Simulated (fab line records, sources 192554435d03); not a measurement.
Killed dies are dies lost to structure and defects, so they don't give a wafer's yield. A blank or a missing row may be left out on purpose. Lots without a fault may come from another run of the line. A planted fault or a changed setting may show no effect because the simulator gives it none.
Split-lot experiment | flow n5_finfet | 7 lots, 21 wafers read, on a route of 1938 steps

THE SPLIT
At N5_MOL_CONTACT_COAG_ALD_133 (deposits SiO2, target thk 5 nm, pulse time 1 s, co reactant pulse time 1 s), the setting ald_cycles was moved away from the recipe's 35 on 6 of the 21 wafers read, by -14.3% to -5.7%. The other wafers ran this setting at the recipe's value.

The reading is taken at the split's own step.

THE READING
SiO2_of_MOL_CONTACT_COAG_ALD_133.thk_nm (the simulator's own value, which no gauge read), in nm, at N5_MOL_CONTACT_COAG_ALD_133 (deposits SiO2, target thk 5 nm, pulse time 1 s, co reactant pulse time 1 s). The file gives no usual value for it.

wafer  | tool, chamber at the split | ald_cycles as run | against the recipe | SiO2_of_MOL_CONTACT_COAG_ALD_133.thk_nm, nm | against lot-mates on the recipe
L075.1 | ald_sin-02, 2,1,1          | 35                | recipe             | 5                                           | -
L075.3 | ald_sin-02, 2,1,1          | 35                | recipe             | 5                                           | -
L075.6 | ald_sin-02, 2,1,1          | 35                | recipe             | 5                                           | -
L076.2 | ald_sin-02, 2,0            | 35                | recipe             | 5                                           | -
L076.6 | ald_sin-02, 2,0            | 35                | recipe             | 5                                           | -
L076.3 | ald_sin-02, 0              | 30                | -14.3%             | 4.4                                         | -0.6
L079.2 | ald_sin-04, 2,0,1          | 35                | recipe             | 5                                           | -
L079.3 | ald_sin-04, 2,0,1          | 35                | recipe             | 5                                           | -
L079.4 | ald_sin-04, 2,0,1          | 35                | recipe             | 5                                           | -
L083.1 | ald_sin-02, 0,1            | 33                | -5.7%              | 4.8                                         | -0.2
L083.5 | ald_sin-02, 0,1            | 33                | -5.7%              | 4.8                                         | -0.2
L083.3 | ald_sin-02, 1              | 35                | recipe             | 5                                           | -
L091.3 | ald_sin-01, 0,2            | 32                | -8.6%              | 4.6                                         | -0.4
L091.5 | ald_sin-01, 0,2            | 32                | -8.6%              | 4.6                                         | -0.4
L091.4 | ald_sin-01, 2              | 35                | recipe             | 5                                           | -
L092.4 | ald_sin-02, 0,3,2          | 35                | recipe             | 5                                           | -
L092.5 | ald_sin-02, 0,3,2          | 35                | recipe             | 5                                           | -
L092.6 | ald_sin-02, 0,3,2          | 35                | recipe             | 5                                           | -
L094.2 | ald_sin-02, 3,0            | 35                | recipe             | 5                                           | -
L094.3 | ald_sin-02, 3,0            | 35                | recipe             | 5                                           | -
L094.4 | ald_sin-02, 2              | 33                | -5.7%              | 4.8                                         | -0.2
Where a row lists several chambers, the file gives one row for several wafers and doesn't say which wafer went through which chamber.

THE FIT
A straight line over all 21 wafers: SiO2_of_MOL_CONTACT_COAG_ALD_133.thk_nm changes by +0.0423 nm for each +1% of ald_cycles; r = +0.99; the points scatter about the line by 0.02 nm.
The same after taking each lot's own level away (the mean of its wafers on the recipe; 21 wafers): +0.0423 nm for each +1%; r = +0.99; scatter 0.02 nm.
On that fit, the largest move of ald_cycles shifts the reading by 0.6 nm.
The lots' own levels span 5.00 to 5.00 nm.
So the lot-to-lot level changes the slope little: the two slopes agree.
Check: with one of the wafers moved furthest among these (-14.3%) left out of the fit, the line predicts -0.603 nm for it against its lot-mates. It came out at -0.6 nm against them.

OTHER SPLITS ON THESE WAFERS
These wafers also went through other splits before the reading. Each is held against what the fit with the lots' levels taken away leaves over:
other split on the same wafers | wafers away from the commonest value | r with SiO2_of_MOL_CONTACT_COAG_ALD_133.thk_nm (lot level and that fit taken away)
N5_DUMMY_GATE_ETCH_32 time_s   | 8                                    | +0.31
N5_SD_EPI_P_COAT_34 spin_rpm   | 9                                    | -0.30
N5_SDB_EXPOSE_08 dose_mj       | 6                                    | -0.30

THE FILE'S OWN FIT
SiO2_of_MOL_CONTACT_COAG_ALD_133.thk_nm changes by +0.0417 nm for each +1% of ald_cycles, r = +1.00.
